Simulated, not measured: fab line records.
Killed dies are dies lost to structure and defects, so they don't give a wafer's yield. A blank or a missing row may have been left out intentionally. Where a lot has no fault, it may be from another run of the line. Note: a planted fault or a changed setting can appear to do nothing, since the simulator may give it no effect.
fab line records	flow n5Finfet
record: lots: 24	wafers: 72	lastDay: 21
route steps=1938 shown ILD0@341 HKMG_FIN@405 GATE_CUT@465
lots that met no fault: from a run of the same line without faults
startH: start of the lot's first displayed wafer, in hours after the record's first day	waitH: hours from the lot's prior step to this one	" same as the row above	L1.1+2: one row covering several wafers at once	- either no value or no given start	* or withheld: withheld	< > ~ a bound
route shown NAME@n: a module of which the file shows steps, and the number in the route of the first	usual: the fault-free wafers' mean and standard deviation	same: alike in all rows	chamber/n: place in a boat	sites: the reading at each site	_std_site: how widely they spread, as a standard deviation	_edge_site: inner sites' mean taken away from outer sites' mean	radiusMm: for every site, how far away it sits from the centre of the wafer	mask NAME#n: copy n	behind: the tool/chamber that last shaped the wafer	hold: why the lot went on hold/how many hours it stayed there/how the hold came to an end	device: transistor that didn't switch, given as n, p or np	end of line: the route-end tests of the same wafers	where a step has no rows: the recipe by itself	killed: count of dies lost to structure and defects at first sort (not the wafer's yield)	map: a wafer's dies, marking killed ones x, the rest . and places with no die _
set.NAME: setting as actually run; set.NAME@STEP: the setting as run at that earlier step	model.NAME: the simulator's own value behind a step, which no gauge read
a sample of lots followed through the steps of the route, with each step as a table and each wafer as a row
services: the hour from which a tool's chamber was out of use, counted from the record's first day as startH (under 0 if before that day), plus the number of hours and why
== steps ==
step: N5_ILD0_THK_MEAS_08
usual: thkNm: 138.8/1.1
lot.wafer	tool	chamber	startH	waitH	thkNm
L074.1	filmMetro-02	-	60.49	-	139.6
L074.4	"	-	"	"	137.4
L074.6	"	-	"	"	138.2
L075.2	filmMetro-01	-	66.42	-	136.7
L075.3	"	-	"	"	139.0
L075.4	"	-	"	"	138.5
L076.2	filmMetro-02	-	73.48	0.2	137.7
L076.4	"	-	"	"	137.9
L076.6	"	-	"	"	138.8
L077.2	filmMetro-01	-	78.42	-	137.8
L077.3	"	-	"	"	139.6
L077.5	"	-	"	"	138.2
L078.2	filmMetro-01	-	87.23	-	139.3
L078.4	"	-	"	"	139.3
L078.5	"	-	"	"	137.9
L079.4	filmMetro-01	-	93.26	-	138.8
L079.5	"	-	"	"	139.9
L079.6	"	-	"	"	139.1
L080.2	filmMetro-02	-	99.07	-	140.6
L080.4	"	-	"	"	140.0
L080.5	"	-	"	"	140.4
L081.3	filmMetro-02	-	104.57	-	139.1
L081.5	"	-	"	"	141.0
L081.6	"	-	"	"	138.8
L082.3	filmMetro-01	-	107.55	-	139.9
L082.4	"	-	"	"	138.1
L082.6	"	-	"	"	139.1
L083.2	filmMetro-02	-	113.49	-	139.0
L083.3	"	-	"	"	141.0
L083.6	"	-	"	"	140.0
L084.1	filmMetro-02	-	124.07	-	138.4
L084.4	"	-	"	"	139.2
L084.5	"	-	"	"	139.9
L085.2	filmMetro-01	-	129.99	-	138.1
L085.3	"	-	"	"	138.8
L085.4	"	-	"	"	138.9
L086.2	filmMetro-01	-	134.25	-	138.4
L086.3	"	-	"	"	138.3
L086.4	"	-	"	"	139.5
L087.1	filmMetro-02	-	137.97	-	141.0
L087.2	"	-	"	"	139.4
L087.6	"	-	"	"	138.8
L088.2	filmMetro-02	-	143.85	-	137.7
L088.5	"	-	"	"	139.8
L088.6	"	-	"	"	138.7
L089.1	filmMetro-02	-	150.37	-	138.1
L089.2	"	-	"	"	137.5
L089.4	"	-	"	"	140.6
L090.3	filmMetro-02	-	159.12	-	137.2
L090.4	"	-	"	"	137.3
L090.6	"	-	"	"	137.0
L091.3	filmMetro-01	-	163.83	-	137.9
L091.4	"	-	"	"	138.2
L091.5	"	-	"	"	137.2
L092.2	filmMetro-01	-	170.45	-	138.1
L092.3	"	-	"	"	138.0
L092.5	"	-	"	"	139.9
L093.2	filmMetro-02	-	175.33	-	139.7
L093.3	"	-	"	"	138.1
L093.6	"	-	"	"	136.2
L094.2	filmMetro-01	-	186.15	-	138.7
L094.3	"	-	"	"	138.2
L094.4	"	-	"	"	139.0
L095.1	filmMetro-02	-	189.52	-	138.6
L095.2	"	-	"	"	138.4
L095.6	"	-	"	"	137.7
L096.1	filmMetro-02	-	193.68	-	139.6
L096.2	"	-	"	"	139.4
L096.5	"	-	"	"	139.1
L097.4	filmMetro-02	-	200.53	-	138.1
L097.5	"	-	"	"	138.7
L097.6	"	-	"	"	138.1
step: N5_ILD0_THK_MEAS_13
usual: thkNm: 17.7/1.1
lot.wafer	tool	chamber	startH	waitH	thkNm
L074.1	filmMetro-02	-	63.74	-	19.6
L074.4	"	-	"	"	17.1
L074.6	"	-	"	"	17.1
L075.2	filmMetro-01	-	69.66	-	17.3
L075.3	"	-	"	"	17.3
L075.4	"	-	"	"	18.4
L076.2	filmMetro-02	-	76.69	-	16.2
L076.4	"	-	"	"	17.9
L076.6	"	-	"	"	15.8
L077.2	filmMetro-02	-	81.84	-	18.2
L077.3	"	-	"	"	18.3
L077.5	"	-	"	"	18.5
L078.2	filmMetro-02	-	90.45	-	15.1
L078.4	"	-	"	"	15.8
L078.5	"	-	"	"	15.7
L079.4	filmMetro-01	-	96.79	-	17.2
L079.5	"	-	"	"	17.6
L079.6	"	-	"	"	19.8
L080.2	filmMetro-02	-	102.28	-	17.4
L080.4	"	-	"	"	18.0
L080.5	"	-	"	"	19.0
L081.3	filmMetro-02	-	107.78	-	17.4
L081.5	"	-	"	"	18.8
L081.6	"	-	"	"	19.3
L082.3	filmMetro-01	-	110.77	-	20.1
L082.4	"	-	"	"	20.2
L082.6	"	-	"	"	18.3
L083.2	filmMetro-01	-	116.72	-	17.8
L083.3	"	-	"	"	17.4
L083.6	"	-	"	"	17.6
L084.1	filmMetro-01	-	127.28	-	15.9
L084.4	"	-	"	"	17.4
L084.5	"	-	"	"	16.9
L085.2	filmMetro-01	-	133.29	-	18.7
L085.3	"	-	"	"	18.4
L085.4	"	-	"	"	18.8
L086.2	filmMetro-02	-	137.46	-	18.1
L086.3	"	-	"	"	17.7
L086.4	"	-	"	"	18.6
L087.1	filmMetro-01	-	141.19	-	17.7
L087.2	"	-	"	"	17.8
L087.6	"	-	"	"	18.3
L088.2	filmMetro-02	-	147.06	-	17.9
L088.5	"	-	"	"	18.1
L088.6	"	-	"	"	17.2
L089.1	filmMetro-02	-	153.83	-	19.2
L089.2	"	-	"	"	17.5
L089.4	"	-	"	"	17.0
L090.3	filmMetro-01	-	162.33	-	18.7
L090.4	"	-	"	"	16.8
L090.6	"	-	"	"	18.4
L091.3	filmMetro-01	-	167.14	-	17.1
L091.4	"	-	"	"	18.0
L091.5	"	-	"	"	16.2
L092.2	filmMetro-01	-	173.67	-	16.4
L092.3	"	-	"	"	17.5
L092.5	"	-	"	"	18.8
L093.2	filmMetro-01	-	178.54	-	16.1
L093.3	"	-	"	"	16.4
L093.6	"	-	"	"	17.4
L094.2	filmMetro-02	-	189.75	-	18.2
L094.3	"	-	"	"	18.5
L094.4	"	-	"	"	17.8
L095.1	filmMetro-01	-	193.02	-	18.7
L095.2	"	-	"	"	17.8
L095.6	"	-	"	"	17.4
L096.1	filmMetro-01	-	197.06	-	19.4
L096.2	"	-	"	"	15.9
L096.5	"	-	"	"	16.8
L097.4	filmMetro-01	-	203.75	-	17.1
L097.5	"	-	"	"	15.5
L097.6	"	-	"	"	15.9
step: N5_HKMG_FIN_STRIP_57
recipe: chemistry: CF4	resist: SiARC	powerW: 300	biasPowerW: 75	pressureMtorr: 50	cf4FlowSccm: 150	rfFrequencyHz: 6e+07
usual: drypumpMotorCurrentA: 5.67/0.2	oesProductAu: 0.77/0.067	rfVppV: 271.3/1.4	showerheadPlenumPTorr: 1.79/0.054	throttleValvePct: 13.65/0.16
lot.wafer	tool	chamber	startH	waitH	drypumpMotorCurrentA	oesProductAu	rfHoursCounterH	rfVppV	showerheadPlenumPTorr	throttleValvePct
L074.1	rieDiel-03	2	70.19	0.0	5.88	0.77	135	272.3	1.86	13.60
L074.4	"	3	"	"	5.64	0.82	-	269.6	1.73	13.45
L074.6	"	2	"	"	5.91	0.77	-	273.6	1.86	13.59
L075.2	rieDiel-01	1	76.09	0.0	5.54	0.88	33	273.5	1.89	13.46
L075.3	"	0	"	"	5.69	0.85	57	270.9	1.76	13.47
L075.4	"	3	"	"	5.86	0.69	214	270.7	1.80	13.70
L076.2	rieDiel-03	0	83.09	0.0	5.55	0.72	168	270.7	1.78	13.60
L076.4	"	0	"	"	5.53	0.72	-	271.5	1.78	13.59
L076.6	"	2	"	"	5.97	0.77	-	272.5	1.86	13.59
L077.2	rieDiel-01	2	88.18	0.0	5.64	0.77	131	270.4	1.79	13.86
L077.3	"	3	"	"	5.87	0.71	218	268.7	1.80	13.72
L077.5	"	2	"	"	5.64	0.78	-	272.6	1.79	13.86
L078.2	rieDiel-01	0	96.97	0.0	5.75	0.84	62	270.2	1.76	13.46
L078.4	"	1	"	"	5.56	0.86	39	274.3	1.89	13.49
L078.5	"	0	"	"	5.75	0.86	-	269.9	1.76	13.48
L079.4	rieDiel-03	1	103.83	0.0	5.77	0.81	-	270.7	1.73	13.54
L079.5	"	2	"	"	5.97	0.76	-	274.0	1.86	13.61
L079.6	"	0	"	"	5.51	0.72	-	270.7	1.78	13.60
L080.2	rieDiel-04	2	108.87	0.0	5.39	0.71	211	272.9	1.85	13.69
L080.4	"	0	"	"	5.88	0.69	245	271.6	1.77	14.08
L080.5	"	2	"	"	5.40	0.70	-	272.3	1.85	13.70
L081.3	rieDiel-03	1	113.91	0.0	5.76	0.82	88	270.7	1.73	13.55
L081.5	"	1	"	"	5.78	0.82	-	270.5	1.73	13.54
L081.6	"	2	"	"	5.95	0.75	-	272.3	1.86	13.63
L082.3	rieDiel-01	2	117.62	0.0	5.64	0.77	137	270.5	1.79	13.89
L082.4	"	3	"	"	5.86	0.70	224	270.5	1.80	13.73
L082.6	"	2	"	"	5.63	0.77	-	271.3	1.79	13.89
L083.2	rieDiel-01	2	123.28	0.0	5.62	0.77	139	271.4	1.79	13.89
L083.3	"	3	"	"	5.86	0.69	226	269.3	1.80	13.74
L083.6	"	2	"	"	5.63	0.77	-	270.7	1.79	13.92
L084.1	rieDiel-04	1	133.47	0.0	5.95	0.68	245	272.2	1.75	13.79
L084.4	"	1	"	"	5.92	0.68	-	270.0	1.75	13.82
L084.5	"	2	"	"	5.41	0.70	-	271.8	1.84	13.72
L085.2	rieDiel-01	1	140.06	0.0	5.56	0.85	49	273.3	1.89	13.51
L085.3	"	2	"	"	5.64	0.76	144	270.4	1.79	13.91
L085.4	"	0	"	"	5.74	0.83	71	269.8	1.75	13.51
L086.2	rieDiel-04	3	144.19	0.0	5.24	0.75	151	272.5	1.86	13.91
L086.3	"	2	"	"	5.40	0.70	222	272.0	1.84	13.73
L086.4	"	1	"	"	5.91	0.68	-	270.4	1.75	13.82
L087.1	rieDiel-03	2	147.63	0.0	5.95	0.76	156	272.7	1.85	13.65
L087.2	"	1	"	"	5.79	0.80	97	269.0	1.73	13.56
L087.6	"	3	"	"	5.68	0.81	-	270.4	1.73	13.46
L088.2	rieDiel-03	0	153.88	0.0	5.54	0.70	190	270.7	1.78	13.66
L088.5	"	1	"	"	5.78	0.81	-	270.7	1.73	13.57
L088.6	"	0	"	"	5.52	0.70	-	270.6	1.78	13.64
L089.1	rieDiel-01	0	160.57	0.0	5.72	0.83	80	270.0	1.75	13.50
L089.2	"	1	"	"	5.54	0.84	58	273.4	1.89	13.53
L089.4	"	2	"	"	5.64	0.76	152	270.5	1.79	13.94
L090.3	rieDiel-04	3	168.85	0.0	5.22	0.74	162	272.6	1.86	13.94
L090.4	"	2	"	"	5.40	0.69	-	271.7	1.84	13.74
L090.6	"	3	"	"	5.22	0.74	-	273.3	1.86	13.94
L091.3	rieDiel-03	2	173.59	0.0	5.93	0.74	166	272.7	1.85	13.63
L091.4	"	1	"	"	5.77	0.80	106	271.4	1.72	13.57
L091.5	"	3	"	"	5.67	0.80	-	269.5	1.72	13.48
L092.2	rieDiel-03	3	180.97	0.0	5.64	0.80	126	270.3	1.72	13.50
L092.3	"	2	"	"	5.98	0.74	169	273.2	1.85	13.65
L092.5	"	3	"	"	5.66	0.80	-	269.5	1.72	13.49
L093.2	rieDiel-01	1	185.03	0.0	5.53	0.83	68	272.8	1.88	13.55
L093.3	"	0	"	"	5.72	0.82	90	269.5	1.75	13.52
L093.6	"	2	"	"	5.64	0.75	-	272.8	1.79	13.95
L094.2	rieDiel-04	3	196.92	0.0	5.23	0.74	173	272.5	1.86	13.97
L094.3	"	2	"	"	5.39	0.69	244	270.7	1.84	13.79
L094.4	"	1	"	"	5.88	0.95	8	270.4	1.75	13.25
L095.1	rieDiel-03	2	199.98	0.0	5.91	0.73	176	272.6	1.85	13.67
L095.2	"	0	"	"	5.51	0.69	208	271.4	1.77	13.67
L095.6	"	0	"	"	5.50	0.69	-	269.6	1.77	13.69
L096.1	rieDiel-04	1	203.65	0.0	5.93	0.93	10	271.0	1.75	13.25
L096.2	"	0	"	"	5.86	0.90	23	271.8	1.76	13.55
L096.5	"	1	"	"	5.88	0.94	-	269.8	1.75	13.23
L097.4	rieDiel-03	1	211.33	0.0	5.76	0.78	122	268.9	1.72	13.63
L097.5	"	1	"	"	5.77	0.78	-	271.3	1.72	13.64
L097.6	"	0	"	"	5.52	0.69	-	270.5	1.77	13.68
step: N5_GATE_CUT_ETCHBACK_00
recipe: chemistry: SF6/Cl2	target: W	pressureMtorr: 8	icpW: 900	biasW: 80	SF6_flow_sccm: 40	Cl2_flow_sccm: 60
usual: biasW: 79.98/0.25	drypumpMotorCurrentA: 6.0/0.41	oesProductAu: 0.77/0.15	throttleValvePct: 27.3/0.37
lot.wafer	tool	chamber	startH	waitH	biasW	drypumpMotorCurrentA	oesProductAu	rfHoursCounterH	throttleValvePct
L074.1	rieMetal-03	1	77.73	0.0	79.93	5.6	0.72	67	26.7
L074.4	"	0	"	"	80.36	6.2	0.57	-	27.3
L074.6	"	1	"	"	79.74	5.6	0.72	-	26.7
L075.2	rieMetal-02	0	83.61	0.0	80.06	6.6	0.60	125	27.6
L075.3	"	1	"	"	80.07	5.7	0.96	-	27.3
L075.4	"	0	"	"	79.98	6.6	0.60	-	27.5
L076.2	rieMetal-03	0	90.67	0.0	80.00	6.2	0.57	141	27.3
L076.4	"	1	"	"	80.14	5.6	0.73	-	26.7
L076.6	"	1	"	"	79.65	5.6	0.72	-	26.7
L077.2	rieMetal-03	1	95.77	0.0	79.66	5.6	0.72	68	26.7
L077.3	"	0	"	"	80.03	6.2	0.57	-	27.3
L077.5	"	1	"	"	79.92	5.6	0.71	-	26.7
L078.2	rieMetal-03	1	104.46	0.0	79.98	5.6	0.70	68	26.7
L078.4	"	0	"	"	80.00	6.2	0.57	-	27.3
L078.5	"	1	"	"	80.09	5.6	0.72	-	26.7
L079.4	rieMetal-02	0	111.86	0.1	80.04	6.6	0.60	-	27.6
L079.5	"	1	"	"	80.26	5.7	0.95	-	27.3
L079.6	"	0	"	"	79.82	6.6	0.60	-	27.6
L080.2	rieMetal-01	1	116.55	0.1	79.91	6.7	0.62	-	28.1
L080.4	"	1	"	"	80.52	6.7	0.63	-	28.1
L080.5	"	1	"	"	80.05	6.7	0.63	-	28.1
L081.3	rieMetal-02	1	121.68	0.1	80.03	5.7	0.94	-	27.3
L081.5	"	0	"	"	80.23	6.6	0.59	-	27.6
L081.6	"	1	"	"	80.05	5.7	0.95	-	27.3
L082.3	rieMetal-02	0	125.03	0.1	79.61	6.6	0.59	-	27.5
L082.4	"	1	"	"	79.81	5.7	0.94	-	27.3
L082.6	"	1	"	"	79.73	5.7	0.94	-	27.3
L083.2	rieMetal-03	1	130.94	0.1	79.85	5.6	0.71	-	26.7
L083.3	"	1	"	"	79.90	5.6	0.72	-	26.7
L083.6	"	1	"	"	79.68	5.6	0.72	-	26.7
L084.1	rieMetal-01	0	141.14	0.0	80.26	6.0	0.97	0	27.3
L084.4	"	0	"	"	80.36	6.1	0.97	-	27.3
L084.5	"	0	"	"	80.33	6.0	0.98	-	27.3
L085.2	rieMetal-02	1	147.95	0.0	80.00	5.7	0.93	6	27.3
L085.3	"	0	"	"	79.87	6.6	0.58	-	27.5
L085.4	"	1	"	"	79.75	5.7	0.92	-	27.3
L086.2	rieMetal-03	1	151.96	0.0	79.27	5.6	0.71	71	26.7
L086.3	"	0	"	"	79.79	6.2	0.98	-	27.4
L086.4	"	1	"	"	79.40	5.6	0.71	-	26.7
L087.1	rieMetal-02	1	155.13	0.0	80.27	5.7	0.92	7	27.3
L087.2	"	0	"	"	79.91	6.6	0.58	128	27.6
L087.6	"	0	"	"	79.74	6.6	0.58	-	27.6
L088.2	rieMetal-03	0	161.90	0.0	80.16	6.2	0.97	1	27.4
L088.5	"	0	"	"	80.26	6.2	0.97	-	27.4
L088.6	"	1	"	"	80.08	5.6	0.72	-	26.7
L089.1	rieMetal-02	0	168.15	0.0	79.86	6.6	0.58	129	27.6
L089.2	"	1	"	"	80.29	5.7	0.91	7	27.3
L089.4	"	1	"	"	80.30	5.7	0.92	-	27.3
L090.3	rieMetal-02	1	176.86	0.1	80.29	5.7	0.92	-	27.3
L090.4	"	0	"	"	80.05	6.6	0.58	-	27.5
L090.6	"	1	"	"	80.10	5.7	0.91	-	27.3
L091.3	rieMetal-02	1	181.42	0.2	80.40	5.7	0.91	-	27.3
L091.4	"	1	"	"	80.11	5.7	0.92	-	27.3
L091.5	"	1	"	"	79.95	5.7	0.92	-	27.3
L092.2	rieMetal-02	1	188.65	0.1	80.18	5.7	0.89	-	27.3
L092.3	"	1	"	"	79.66	5.7	0.91	-	27.3
L092.5	"	1	"	"	79.71	5.7	0.91	-	27.3
L093.2	rieMetal-03	0	193.18	0.2	80.20	6.2	0.93	4	27.4
L093.3	"	1	"	"	80.16	5.6	0.70	-	26.7
L093.6	"	0	"	"	80.21	6.2	0.93	-	27.4
L094.2	rieMetal-03	1	205.00	0.0	79.54	5.5	0.69	76	26.8
L094.3	"	0	"	"	80.26	6.2	0.93	-	27.4
L094.4	"	1	"	"	79.47	5.5	0.70	-	26.8
L095.1	rieMetal-03	1	207.82	0.0	79.78	5.6	0.70	77	26.7
L095.2	"	0	"	"	80.01	6.2	0.92	5	27.4
L095.6	"	1	"	"	79.62	5.6	0.70	-	26.8
L096.1	rieMetal-03	1	211.21	0.0	79.87	5.6	0.70	77	26.7
L096.2	"	0	"	"	80.15	6.2	0.91	6	27.4
L096.5	"	1	"	"	79.80	5.6	0.70	-	26.8
L097.4	rieMetal-03	1	219.14	0.1	79.75	5.6	0.69	-	26.7
L097.5	"	1	"	"	79.49	5.6	0.71	-	26.7
L097.6	"	0	"	"	79.92	6.2	0.90	-	27.4
step: N5_GATE_CUT_VAPOR_ETCH_60
recipe: chemistry: BCl3/Cl2	target: HfO2	mode: isotropic
usual: drypumpMotorCurrentA: 6.0/0.42	oesProductAu: 0.77/0.15
lot.wafer	tool	chamber	startH	waitH	drypumpMotorCurrentA	oesProductAu
L074.1	rieMetal-03	1	77.97	0.0	5.6	0.73
L074.4	"	0	"	"	6.2	0.58
L074.6	"	1	"	"	5.6	0.72
L075.2	rieMetal-02	0	83.85	0.0	6.6	0.60
L075.3	"	1	"	"	5.8	0.96
L075.4	"	0	"	"	6.6	0.59
L076.2	rieMetal-03	0	90.91	0.0	6.2	0.58
L076.4	"	1	"	"	5.6	0.73
L076.6	"	1	"	"	5.6	0.72
L077.2	rieMetal-03	1	96.01	0.0	5.6	0.72
L077.3	"	0	"	"	6.2	0.57
L077.5	"	1	"	"	5.6	0.73
L078.2	rieMetal-03	1	104.70	0.0	5.6	0.72
L078.4	"	0	"	"	6.2	0.58
L078.5	"	1	"	"	5.6	0.72
L079.4	rieMetal-02	0	112.07	0.0	6.6	0.59
L079.5	"	1	"	"	5.7	0.95
L079.6	"	0	"	"	6.6	0.59
L080.2	rieMetal-01	1	117.00	0.1	6.7	0.63
L080.4	"	1	"	"	6.7	0.63
L080.5	"	1	"	"	6.7	0.62
L081.3	rieMetal-02	1	121.89	0.0	5.7	0.94
L081.5	"	0	"	"	6.6	0.59
L081.6	"	1	"	"	5.7	0.93
L082.3	rieMetal-02	0	125.24	0.0	6.6	0.59
L082.4	"	1	"	"	5.7	0.93
L082.6	"	1	"	"	5.8	0.94
L083.2	rieMetal-03	1	131.39	0.1	5.6	0.72
L083.3	"	1	"	"	5.6	0.71
L083.6	"	1	"	"	5.6	0.72
L084.1	rieMetal-01	0	141.38	0.0	6.0	0.97
L084.4	"	0	"	"	6.0	0.98
L084.5	"	0	"	"	6.0	0.98
L085.2	rieMetal-02	1	148.19	0.0	5.8	0.93
L085.3	"	0	"	"	6.6	0.58
L085.4	"	1	"	"	5.7	0.92
L086.2	rieMetal-03	1	152.20	0.0	5.6	0.71
L086.3	"	0	"	"	6.2	0.99
L086.4	"	1	"	"	5.5	0.72
L087.1	rieMetal-02	1	155.37	0.0	5.7	0.92
L087.2	"	0	"	"	6.6	0.58
L087.6	"	0	"	"	6.6	0.59
L088.2	rieMetal-03	0	162.14	0.0	6.2	0.98
L088.5	"	0	"	"	6.2	0.98
L088.6	"	1	"	"	5.6	0.72
L089.1	rieMetal-02	0	168.39	0.0	6.6	0.58
L089.2	"	1	"	"	5.7	0.91
L089.4	"	1	"	"	5.7	0.93
L090.3	rieMetal-02	1	177.07	0.0	5.7	0.92
L090.4	"	0	"	"	6.6	0.59
L090.6	"	1	"	"	5.7	0.90
L091.3	rieMetal-02	1	181.84	0.1	5.7	0.90
L091.4	"	1	"	"	5.7	0.90
L091.5	"	1	"	"	5.7	0.91
L092.2	rieMetal-02	1	189.10	0.1	5.7	0.89
L092.3	"	1	"	"	5.7	0.88
L092.5	"	1	"	"	5.7	0.90
L093.2	rieMetal-03	0	193.42	0.0	6.2	0.94
L093.3	"	1	"	"	5.6	0.71
L093.6	"	0	"	"	6.2	0.93
L094.2	rieMetal-03	1	205.24	0.0	5.6	0.71
L094.3	"	0	"	"	6.2	0.93
L094.4	"	1	"	"	5.6	0.71
L095.1	rieMetal-03	1	208.06	0.0	5.6	0.71
L095.2	"	0	"	"	6.2	0.93
L095.6	"	1	"	"	5.5	0.70
L096.1	rieMetal-03	1	211.45	0.0	5.6	0.71
L096.2	"	0	"	"	6.2	0.92
L096.5	"	1	"	"	5.6	0.70
L097.4	rieMetal-03	1	219.35	0.0	5.6	0.70
L097.5	"	1	"	"	5.6	0.70
L097.6	"	0	"	"	6.2	0.91
step: N5_GATE_CUT_ETCH_37
recipe: chemistry: N2/H2	target: SOC	targetDepthA: 600	overetchA: 120	maskMaterial: SiARC	tempC: 40	timeS: 90	ionEnergyEv: 200	pressureMtorr: 30	sourceW: 840	biasW: 150	n2FlowSccm: 200	h2FlowSccm: 200
usual: biasW: 149.9/0.46	drypumpMotorCurrentA: 5.6/0.46	oesProductAu: 0.68/0.047	rfVppV: 524.3/2.9	showerheadPlenumPTorr: 2.56/0.11	throttleValvePct: 17.94/0.28
lot.wafer	tool	chamber	startH	waitH	biasW	drypumpMotorCurrentA	oesProductAu	rfHoursCounterH	rfVppV	showerheadPlenumPTorr	throttleValvePct
L074.1	rieDiel-05	3	81.72	0.0	150.6	5.8	0.68	145	521.3	2.45	17.73
L074.4	"	2	"	"	150.3	6.1	0.72	100	528.5	2.70	17.96
L074.6	"	2	"	"	150.0	6.1	0.72	-	526.8	2.70	17.97
L075.2	rieDiel-02	3	87.57	0.0	150.5	5.7	0.77	53	522.5	2.51	18.41
L075.3	"	0	"	"	149.9	4.8	0.64	208	519.0	2.40	18.21
L075.4	"	2	"	"	149.6	5.0	0.66	191	526.3	2.63	17.84
L076.2	rieDiel-05	1	94.42	0.0	149.1	5.6	0.67	178	527.0	2.65	18.04
L076.4	"	3	"	"	150.2	5.7	0.68	147	520.1	2.45	17.73
L076.6	"	1	"	"	150.3	5.6	0.66	-	526.7	2.65	18.05
L077.2	rieDiel-05	0	99.88	0.0	151.0	5.0	0.66	149	521.1	2.43	17.85
L077.3	"	2	"	"	150.4	6.1	0.72	103	527.0	2.70	17.96
L077.5	"	0	"	"	150.8	5.0	0.68	-	521.1	2.43	17.86
L078.2	rieDiel-02	0	108.26	0.0	150.0	4.8	0.64	213	520.9	2.39	18.22
L078.4	"	2	"	"	150.1	5.1	0.66	195	525.2	2.63	17.86
L078.5	"	1	"	"	149.5	6.4	0.76	-	527.2	2.68	17.58
L079.4	rieDiel-06	3	115.59	0.0	149.6	6.1	0.60	243	526.4	2.60	18.09
L079.5	"	1	"	"	149.7	5.6	0.77	-	528.1	2.67	17.35
L079.6	"	0	"	"	149.9	5.8	0.72	-	524.3	2.58	18.09
L080.2	rieDiel-02	0	120.54	0.0	149.9	4.8	0.63	216	519.2	2.39	18.24
L080.4	"	1	"	"	150.0	6.4	0.75	63	528.8	2.68	17.58
L080.5	"	3	"	"	149.6	5.7	0.77	-	523.4	2.51	18.41
L081.3	rieDiel-05	1	125.53	0.0	150.0	5.6	0.66	182	526.2	2.65	18.08
L081.5	"	0	"	"	150.0	5.0	0.67	-	521.5	2.43	17.85
L081.6	"	3	"	"	150.4	5.7	0.68	-	521.6	2.44	17.75
L082.3	rieDiel-06	0	128.84	0.0	150.5	5.8	0.72	108	525.0	2.58	18.10
L082.4	"	3	"	"	150.7	6.0	0.61	245	524.8	2.60	18.10
L082.6	"	2	"	"	149.5	5.6	0.66	-	523.6	2.51	17.73
L083.2	rieDiel-06	0	135.54	0.0	149.2	5.8	0.72	110	524.1	2.58	18.09
L083.3	"	1	"	"	150.2	5.6	0.76	60	528.7	2.67	17.33
L083.6	"	0	"	"	150.1	5.8	0.72	-	524.4	2.58	18.11
L084.1	rieDiel-06	0	145.16	0.0	150.5	5.8	0.71	113	524.1	2.58	18.12
L084.4	"	1	"	"	150.3	5.6	0.76	63	528.4	2.67	17.34
L084.5	"	0	"	"	150.9	5.8	0.71	-	525.5	2.58	18.11
L085.2	rieDiel-05	0	151.84	0.0	150.4	5.0	0.67	157	522.4	2.43	17.86
L085.3	"	3	"	"	149.6	5.7	0.68	156	519.4	2.44	17.74
L085.4	"	1	"	"	149.8	5.6	0.66	186	526.3	2.65	18.07
L086.2	rieDiel-02	3	155.71	0.0	150.2	5.7	0.76	68	522.0	2.50	18.43
L086.3	"	0	"	"	149.8	4.9	0.62	225	521.2	2.39	18.24
L086.4	"	1	"	"	149.3	6.4	0.75	72	527.2	2.68	17.60
L087.1	rieDiel-06	1	159.33	0.0	149.8	5.6	0.75	67	528.2	2.66	17.35
L087.2	"	0	"	"	149.6	5.8	0.71	117	522.2	2.57	18.12
L087.6	"	0	"	"	149.8	5.8	0.71	-	525.6	2.57	18.11
L088.2	rieDiel-05	0	165.78	0.0	150.6	5.0	0.66	163	520.7	2.42	17.88
L088.5	"	1	"	"	150.5	5.6	0.65	-	526.8	2.65	18.08
L088.6	"	0	"	"	150.2	5.0	0.66	-	521.0	2.42	17.87
L089.1	rieDiel-05	3	173.35	0.0	149.6	5.7	0.67	165	520.6	2.44	17.77
L089.2	"	2	"	"	149.4	6.1	0.70	118	526.7	2.69	18.00
L089.4	"	1	"	"	149.8	5.6	0.65	195	527.8	2.65	18.07
L090.3	rieDiel-06	0	181.91	0.0	149.6	5.8	0.69	130	523.2	2.57	18.14
L090.4	"	2	"	"	150.2	5.6	0.64	-	523.9	2.50	17.78
L090.6	"	1	"	"	150.1	5.5	0.74	-	526.6	2.66	17.39
L091.3	rieDiel-05	1	186.20	0.0	149.7	5.6	0.64	202	526.7	2.64	18.08
L091.4	"	2	"	"	149.7	6.1	0.69	-	527.2	2.69	18.00
L091.5	"	1	"	"	150.3	5.6	0.64	-	525.4	2.64	18.11
L092.2	rieDiel-05	3	192.84	0.0	150.4	5.7	0.67	170	521.5	2.44	17.75
L092.3	"	0	"	"	149.6	5.0	0.65	178	520.2	2.42	17.90
L092.5	"	1	"	"	151.4	5.6	0.65	-	525.4	2.64	18.10
L093.2	rieDiel-02	0	196.93	0.0	149.5	4.9	0.62	236	520.2	2.38	18.29
L093.3	"	3	"	"	149.2	5.7	0.75	78	521.3	2.50	18.47
L093.6	"	1	"	"	150.3	6.4	0.74	-	528.0	2.68	17.61
L094.2	rieDiel-02	1	208.80	0.0	150.3	6.4	0.74	85	526.8	2.67	17.61
L094.3	"	0	"	"	149.3	4.8	0.62	240	520.3	2.38	18.28
L094.4	"	2	"	"	150.1	5.0	0.65	219	525.1	2.62	17.89
L095.1	rieDiel-05	1	211.75	0.0	149.9	5.6	0.64	213	526.6	2.64	18.11
L095.2	"	3	"	"	149.7	5.8	0.66	175	520.8	2.43	17.78
L095.6	"	0	"	"	149.0	5.0	0.64	-	521.0	2.42	17.92
L096.1	rieDiel-02	0	214.98	0.0	149.0	4.8	0.61	243	519.8	2.38	18.30
L096.2	"	1	"	"	149.6	6.4	0.74	88	527.7	2.67	17.61
L096.5	"	1	"	"	150.2	6.4	0.73	-	528.6	2.67	17.62
L097.4	rieDiel-02	3	222.90	0.0	149.9	5.7	0.73	87	522.6	2.50	18.45
L097.5	"	1	"	"	150.0	6.4	0.73	-	528.1	2.67	17.64
L097.6	"	0	"	"	149.4	4.9	0.61	-	520.5	2.38	18.29
== services ==
tool	chamber	startH	hours	kind
rieDiel-04	-	50.82	2.8	pm
rieDiel-01	0	54.23	13.5	repair
rieDiel-03	0	56.45	17.9	repair
rieDiel-03	3	73.73	36.7	repair
rieDiel-04	3	94.76	1.6	repair
rieDiel-05	-	95.09	0.1	repair
rieDiel-01	-	114.20	2.8	pm
rieDiel-03	2	115.16	18.1	repair
rieMetal-03	0	127.76	-	clean
rieMetal-03	0	127.76	21.4	scheduledDown
rieMetal-03	0	127.76	21.4	ventCycle
rieDiel-06	3	141.41	1.3	repair
rieDiel-06	3	156.83	2.9	repair
rieDiel-02	-	169.40	14.6	pm
rieMetal-02	0	178.56	-	clean
rieMetal-02	0	178.56	14.0	scheduledDown
rieMetal-02	0	178.56	14.0	ventCycle
rieDiel-05	3	183.44	8.8	repair
rieDiel-02	-	192.18	1.3	repair
rieDiel-03	0	206.78	4.0	repair
rieMetal-01	-	210.33	1.8	repair
rieDiel-02	2	210.62	5.7	repair
rieDiel-06	0	211.17	17.1	repair
rieDiel-05	3	216.50	6.9	repair
== key ==
fault none
